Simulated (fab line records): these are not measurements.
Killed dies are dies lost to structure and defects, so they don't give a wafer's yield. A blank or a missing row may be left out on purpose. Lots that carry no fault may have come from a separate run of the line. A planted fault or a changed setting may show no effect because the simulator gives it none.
fab line records	flow n5Finfet
record lots=9	wafers=27	lastDay=18
route steps=1938 shown BEOL_M2@877 BEOL_M4@1111
lots that met no fault: taken from a fault-free run of the same line
startH: hours from the record's first day to the start of the lot's first wafer shown	waitH: how many hours have passed since the lot's step before this one	" the same as in the row above	L1.1+2: one row covering several wafers at once	- no value present, or no start provided	* or withheld: withheld	< > ~ a bound
route shown NAME@n: NAME is a module with steps in the file, n the number in the route of the first one	usual: mean/standard deviation of fault-free wafers	same: alike in all rows	chamber/n: place in a boat	sites: each site's reading	_std_site: standard deviation across them	_edge_site: outer sites' mean less inner sites'	radiusMm: for every site, how far away it sits from the centre of the wafer	mask NAME#n: copy n	behind: tool/chamber where the wafer was last shaped	hold: why the lot was held/for how many hours/how that ended	device: names the non-switching transistor (n, p or np)	end of line: the same wafers' tests at the end of the route	step lacking rows: just its recipe	killed: not the wafer's yield, but the dies lost to structure and defects at the first sort	map: a wafer's dies, x killed, . not, _ none there
set.NAME: the setting the step ran with; set.NAME@STEP: the setting that earlier step ran with	model.NAME: the simulator's own value behind a step, which no gauge read
the route's steps for a sample of lots (tables are steps, rows are wafers)
services: from which hour (startH, from the record's first day; less than 0 if before it) a tool's chamber was out of use, for how many hours, and why
## steps
# step N5_BEOL_M2_OVL_MEAS_29
# recipe pointsPerWafer=522
# usual V1_OVL=-0.5/0.67
lot.wafer	tool	chamber	startH	waitH	V1_OVL[nm]
L444.3	overlay-01	0	144.94	0.0	0.7
L444.4	"	0	"	"	-0.9
L444.5	"	0	"	"	-0.5
L446.1	overlay-02	0	152.95	0.0	-0.7
L446.4	"	0	"	"	-0.5
L446.6	"	0	"	"	-0.7
L448.1	overlay-01	0	167.47	0.0	0.6
L448.2	"	0	"	"	0.5
L448.6	"	0	"	"	0.1
L452.1	overlay-02	0	191.62	0.0	-0.1
L452.2	"	0	"	"	-0.1
L452.6	"	0	"	"	-0.9
L458.3	overlay-02	0	231.03	0.0	-0.8
L458.5	"	0	"	"	-0.3
L458.6	"	0	"	"	-1.3
L460.2	overlay-02	0	242.83	0.0	-2.1
L460.3	"	0	"	"	-1.6
L460.6	"	0	"	"	-2.2
L462.1	overlay-02	0	245.52	0.0	-1.1
L462.2	"	0	"	"	-1.3
L462.4	"	0	"	"	-1.1
L465.3	overlay-01	0	272.60	0.0	-1.2
L465.5	"	0	"	"	-1.8
L465.6	"	0	"	"	-1.4
L466.1	overlay-02	0	276.22	0.0	0.3
L466.4	"	0	"	"	0.0
L466.5	"	0	"	"	-0.1
# step N5_BEOL_M2_ETCH_70
# recipe chemistry=N2/H2	target=SOC	targetDepthA=800	overetchA=240	maskMaterial=SiARC	tempC=40	timeS=130	ionEnergyEv=200	pressureMtorr=30	sourceW=840	biasW=150	n2FlowSccm=200	h2FlowSccm=200
# usual drypumpMotorCurrentA=5.6/0.41	oesProductAu=0.59/0.059	rfFwdPowerW=835.8/2.8	rfVppV=524.5/2.5	showerheadPlenumPTorr=2.57/0.086	throttleValvePct=17.73/0.19
lot.wafer	tool	chamber	startH	waitH	drypumpMotorCurrentA	oesProductAu	rfFwdPowerW	rfHoursCounterH	rfVppV	showerheadPlenumPTorr	throttleValvePct
L444.3	rieDiel-04	3	150.97	0.0	5.0	0.68	836.5	26	528.1	2.71	17.57
L444.4	"	0	"	"	5.9	0.56	833.9	-	523.6	2.55	17.67
L444.5	"	3	"	"	5.0	0.68	836.7	-	528.0	2.71	17.60
L446.1	rieDiel-02	3	155.32	0.0	5.5	0.67	839.6	33	523.7	2.49	17.80
L446.4	"	3	"	"	5.5	0.67	836.6	-	523.8	2.49	17.81
L446.6	"	0	"	"	5.4	0.59	831.0	-	524.5	2.56	17.56
L448.1	rieDiel-05	0	174.97	0.0	5.6	0.63	836.1	48	528.2	2.71	17.76
L448.2	"	1	"	"	5.4	0.73	832.1	0	522.5	2.51	17.74
L448.6	"	0	"	"	5.6	0.64	835.7	-	527.9	2.71	17.78
L452.1	rieDiel-04	0	192.68	0.0	5.9	0.55	838.3	178	524.5	2.54	17.72
L452.2	"	3	"	"	5.0	0.65	635.2	41	577.6	2.70	17.62
L452.6	"	0	"	"	5.9	0.55	835.2	-	524.2	2.54	17.72
L458.3	rieDiel-05	1	240.21	0.0	5.4	0.67	834.3	18	521.9	2.50	17.79
L458.5	"	2	"	"	5.8	0.51	836.6	-	526.3	2.61	17.39
L458.6	"	3	"	"	5.7	0.51	836.7	-	524.2	2.49	17.57
L460.2	rieDiel-02	1	246.69	0.0	5.4	0.64	836.7	27	525.1	2.61	17.86
L460.3	"	2	"	"	6.6	0.54	834.6	178	520.7	2.42	17.74
L460.6	"	3	"	"	5.5	0.63	835.9	-	519.8	2.48	17.87
L462.1	rieDiel-02	2	254.62	0.0	6.6	0.54	832.2	181	519.7	2.42	17.74
L462.2	"	1	"	"	5.4	0.63	838.3	30	525.6	2.60	17.85
L462.4	"	3	"	"	5.5	0.63	831.3	69	520.9	2.48	17.87
L465.3	rieDiel-02	2	274.82	0.0	6.6	0.54	831.7	187	520.0	2.41	17.77
L465.5	"	2	"	"	6.6	0.54	827.1	-	519.6	2.41	17.74
L465.6	"	1	"	"	5.4	0.63	835.6	-	525.0	2.60	17.86
L466.1	rieDiel-04	0	278.26	0.0	5.9	0.54	833.4	208	522.9	2.53	17.76
L466.4	"	1	"	"	5.4	0.63	838.6	42	522.2	2.50	17.56
L466.5	"	3	"	"	5.0	0.63	840.6	-	528.1	2.69	17.66
# step N5_BEOL_M2_VIA_ETCH_34
# recipe chemistry=C4F6/O2	targetDepthA=694	maskMaterial=SOC	pressureMtorr=15	ionEnergyEv=250	taperDeg=4	timeS=65.9	sourceW=350	biasW=170	Ar_flow_sccm=300	C4F6_flow_sccm=10	O2_flow_sccm=10
# usual drypumpMotorCurrentA=5.6/0.41	oesProductAu=0.80/0.078	rfFwdPowerW=346.9/1.5	rfVppV=662/12	showerheadPlenumPTorr=2.87/0.093	throttleValvePct=30.64/0.29
lot.wafer	tool	chamber	startH	waitH	drypumpMotorCurrentA	oesProductAu	rfFwdPowerW	rfHoursCounterH	rfVppV	showerheadPlenumPTorr	throttleValvePct
L444.3	rieDiel-04	3	151.08	0.0	5.0	0.92	349.4	26	669	3.03	30.68
L444.4	"	0	"	"	5.9	0.76	345.9	-	667	2.83	30.44
L444.5	"	3	"	"	5.0	0.92	347.2	-	668	3.03	30.68
L446.1	rieDiel-02	3	155.42	0.0	5.5	0.89	348.6	33	642	2.80	30.87
L446.4	"	3	"	"	5.5	0.89	347.9	-	643	2.80	30.87
L446.6	"	0	"	"	5.4	0.80	345.9	-	665	2.86	30.54
L448.1	rieDiel-05	0	175.08	0.0	5.6	0.86	346.8	48	668	2.97	30.24
L448.2	"	2	"	"	5.8	0.70	346.8	193	658	2.93	30.14
L448.6	"	0	"	"	5.5	0.86	344.9	-	667	2.97	30.23
L452.1	rieDiel-04	0	192.79	0.0	5.9	0.75	346.5	178	666	2.83	30.46
L452.2	"	3	"	"	5.0	0.89	347.4	42	669	3.02	30.68
L452.6	"	0	"	"	5.9	0.75	346.5	-	667	2.82	30.47
L458.3	rieDiel-05	1	240.32	0.0	5.4	0.93	346.6	18	666	2.78	30.71
L458.5	"	2	"	"	5.7	0.68	346.7	-	656	2.92	30.18
L458.6	"	3	"	"	5.7	0.69	347.5	-	684	2.81	30.59
L460.2	rieDiel-02	1	246.79	0.0	5.4	0.87	346.6	27	680	2.90	30.92
L460.3	"	2	"	"	6.5	0.73	344.5	178	668	2.71	30.63
L460.6	"	3	"	"	5.5	0.84	348.2	-	643	2.79	30.90
L462.1	rieDiel-02	2	254.73	0.0	6.6	0.73	344.7	181	669	2.71	30.62
L462.2	"	1	"	"	5.4	0.87	348.1	30	680	2.90	30.91
L462.4	"	3	"	"	5.5	0.84	346.2	69	642	2.78	30.90
L465.3	rieDiel-02	2	274.93	0.0	6.6	0.73	344.8	187	668	2.71	30.63
L465.5	"	2	"	"	6.6	0.72	344.5	-	667	2.71	30.63
L465.6	"	1	"	"	5.4	0.86	346.4	-	681	2.90	30.94
L466.1	rieDiel-04	0	278.36	0.0	5.9	0.72	345.6	208	665	2.81	30.49
L466.4	"	1	"	"	5.4	0.86	347.8	42	654	2.77	30.30
L466.5	"	3	"	"	5.0	0.85	348.5	-	666	3.00	30.73
# step N5_BEOL_M2_STRIP_36
# recipe chemistry=N2/H2	powerW=450	tempC=40	pressureMtorr=20	rfFrequencyHz=6e+07	overashFraction=0.3	biasPowerW=7	h2Frac=0.5	n2FlowSccm=200	h2FlowSccm=200
# usual drypumpMotorCurrentA=5.6/0.41	oesProductAu=0.80/0.078	rfVppV=59.2/1.4	showerheadPlenumPTorr=2.56/0.086	throttleValvePct=23.58/0.28
lot.wafer	tool	chamber	startH	waitH	drypumpMotorCurrentA	oesProductAu	rfHoursCounterH	rfVppV	showerheadPlenumPTorr	throttleValvePct
L444.3	rieDiel-04	3	151.14	0.0	5.0	0.91	26	62.0	2.70	23.57
L444.4	"	0	"	"	5.9	0.78	-	57.6	2.54	23.43
L444.5	"	3	"	"	5.0	0.92	-	60.6	2.70	23.60
L446.1	rieDiel-02	3	155.48	0.0	5.5	0.89	33	58.9	2.49	23.67
L446.4	"	3	"	"	5.5	0.88	-	57.9	2.49	23.62
L446.6	"	0	"	"	5.4	0.80	-	60.3	2.56	23.38
L448.1	rieDiel-05	0	175.14	0.0	5.6	0.86	48	56.7	2.70	23.68
L448.2	"	2	"	"	5.8	0.71	194	58.4	2.62	22.94
L448.6	"	0	"	"	5.6	0.88	-	59.3	2.70	23.64
L452.1	rieDiel-04	0	192.85	0.0	5.9	0.77	178	57.2	2.54	23.45
L452.2	"	3	"	"	5.0	0.88	42	61.7	2.69	23.61
L452.6	"	0	"	"	5.9	0.76	-	57.7	2.54	23.42
L458.3	rieDiel-05	1	240.38	0.0	5.4	0.93	18	60.4	2.50	23.71
L458.5	"	2	"	"	5.8	0.69	-	60.2	2.61	22.96
L458.6	"	3	"	"	5.7	0.69	-	56.2	2.49	23.23
L460.2	rieDiel-02	1	246.85	0.0	5.4	0.90	27	58.8	2.60	23.76
L460.3	"	2	"	"	6.6	0.74	178	57.4	2.41	23.58
L460.6	"	3	"	"	5.5	0.85	-	57.9	2.47	23.68
L462.1	rieDiel-02	2	254.79	0.0	6.6	0.74	181	57.7	2.41	23.61
L462.2	"	1	"	"	5.4	0.88	30	59.5	2.60	23.74
L462.4	"	3	"	"	5.5	0.84	69	58.6	2.47	23.71
L465.3	rieDiel-02	2	274.99	0.0	6.6	0.74	187	60.8	2.41	23.59
L465.5	"	2	"	"	6.6	0.73	-	59.6	2.41	23.58
L465.6	"	1	"	"	5.4	0.87	-	60.6	2.60	23.78
L466.1	rieDiel-04	0	278.42	0.0	5.9	0.73	208	59.0	2.52	23.48
L466.4	"	1	"	"	5.4	0.86	42	57.3	2.50	23.56
L466.5	"	3	"	"	5.0	0.83	-	58.1	2.68	23.62
# step N5_BEOL_M4_RC_MEAS_101
# usual DIBL_N=35.8/1.8	DIBL_P=35.9/2.2	IOFF_N=0.16/0.035	IOFF_P=0.21/0.04	ION_N=672/11	ION_P=461/7.4	SS_N=71.4/0.64	SS_P=73.2/0.67	VT_N=250/3.5	VT_P=-251/3.4
lot.wafer	tool	chamber	startH	waitH	DIBL_N[mV/V]	DIBL_P[mV/V]	IOFF_N[nA/um]	IOFF_P[nA/um]	ION_N[uA/um]	ION_P[uA/um]	SS_N[mV/dec]	SS_P[mV/dec]	VT_N[mV]	VT_P[mV]
L444.3	prober-01	0	183.41	0.3	34.9	36.2	0.17	0.23	675	468	71.4	74.0	247	-246
L444.4	"	0	"	"	32.9	34.3	0.14	0.20	669	463	71.4	72.7	250	-250
L444.5	"	0	"	"	34.9	36.9	0.17	0.25	677	476	71.0	72.8	245	-246
L446.1	prober-02	0	183.44	0.0	36.6	36.8	0.18	0.25	683	471	72.0	73.6	245	-246
L446.4	"	0	"	"	32.9	32.4	0.12	0.18	659	458	70.8	72.4	255	-251
L446.6	"	0	"	"	34.7	33.6	0.14	0.18	665	454	71.4	72.8	249	-250
L448.1	prober-01	0	200.51	0.0	35.9	37.2	0.16	0.21	671	464	72.0	73.4	250	-250
L448.2	"	0	"	"	35.0	35.8	0.14	0.20	669	459	71.6	72.8	252	-254
L448.6	"	0	"	"	36.8	37.1	0.17	0.21	675	464	71.9	73.3	250	-249
L452.1	prober-01	0	218.52	0.0	37.6	38.2	0.20	0.24	682	460	72.5	74.0	248	-248
L452.2	"	0	"	"	34.9	34.9	0.14	0.19	667	458	71.6	72.9	252	-252
L452.6	"	0	"	"	38.6	38.6	0.20	0.25	682	465	72.4	73.3	247	-247
L460.2	prober-01	0	273.52	0.2	37.6	37.8	0.17	0.19	671	444	72.1	73.8	251	-257
L460.3	"	0	"	"	36.7	36.8	0.15	0.17	668	446	72.0	73.5	252	-256
L460.6	"	0	"	"	35.9	36.1	0.14	0.17	660	448	71.8	73.5	253	-256
L458.3	prober-02	0	277.37	0.3	37.4	36.8	0.21	0.27	697	478	71.8	73.6	245	-244
L458.5	"	0	"	"	39.5	40.4	0.25	0.34	702	486	72.1	73.8	242	-243
L458.6	"	0	"	"	34.0	33.2	0.13	0.20	667	462	70.4	72.5	252	-247
L462.1	prober-01	0	284.90	0.0	37.0	36.5	0.16	0.22	673	455	71.6	73.1	251	-249
L462.2	"	0	"	"	37.4	37.5	0.17	0.26	670	462	71.8	74.1	248	-245
L462.4	"	0	"	"	36.3	36.1	0.17	0.22	671	463	71.5	73.4	250	-247
L465.3	prober-02	0	309.15	0.3	35.9	34.6	0.14	0.20	676	467	70.8	73.0	249	-252
L465.5	"	0	"	"	35.5	34.3	0.14	0.20	683	466	71.0	72.3	249	-251
L465.6	"	0	"	"	35.3	33.3	0.12	0.19	669	464	70.5	72.7	254	-252
L466.1	prober-02	0	311.74	0.0	34.4	33.0	0.11	0.17	659	459	70.6	72.5	255	-251
L466.4	"	0	"	"	35.2	34.1	0.12	0.18	658	459	71.7	72.9	255	-253
L466.5	"	0	"	"	32.4	30.8	0.09	0.14	653	453	70.3	71.6	257	-255
## services
tool	chamber	startH	hours	kind
rieDiel-05	2	127.78	5.4	repair
rieDiel-04	0	133.20	5.6	repair
rieDiel-02	1	143.12	-	clean
rieDiel-02	1	143.12	-	consumableReplace:focusRing
rieDiel-02	1	143.12	20.1	scheduledDown
rieDiel-02	1	143.12	20.1	ventCycle
rieDiel-04	1	144.24	-	clean
rieDiel-04	1	144.24	-	consumableReplace:focusRing
rieDiel-04	1	144.24	17.1	scheduledDown
rieDiel-04	1	144.24	17.1	ventCycle
rieDiel-05	1	153.82	-	clean
rieDiel-05	1	153.82	-	consumableReplace:focusRing
rieDiel-05	1	153.82	20.4	scheduledDown
rieDiel-05	1	153.82	20.4	ventCycle
rieDiel-05	3	207.52	3.0	repair
rieDiel-04	2	266.00	8.9	repair
## key
firstSign step=N5_BEOL_M2_ETCH_70	reading=rfFwdPowerW	direction=down	sigmas=71	usual=*	struck=*
effect step=N5_BEOL_M2_ETCH_70	reading=rfVppV	direction=up	sigmas=21	usual=524.5	struck=577.6
metAt N5_BEOL_M2_ETCH_70
struckLots L452
struckWafers L452.2
notActingAt N5_BEOL_M2_OVL_MEAS_29,N5_BEOL_M2_VIA_ETCH_34,N5_BEOL_M2_STRIP_36
onsetBetween 150.97 192.68
fault kind=processParameterDrift	tool=rieDiel-04	chamber=3	onsetH=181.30	steps=N5_BEOL_M2_ETCH_70	channel=sourceW	offset=-201.6	shape=step	endH=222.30	actsIn=theseRecipesOnly	stated=840
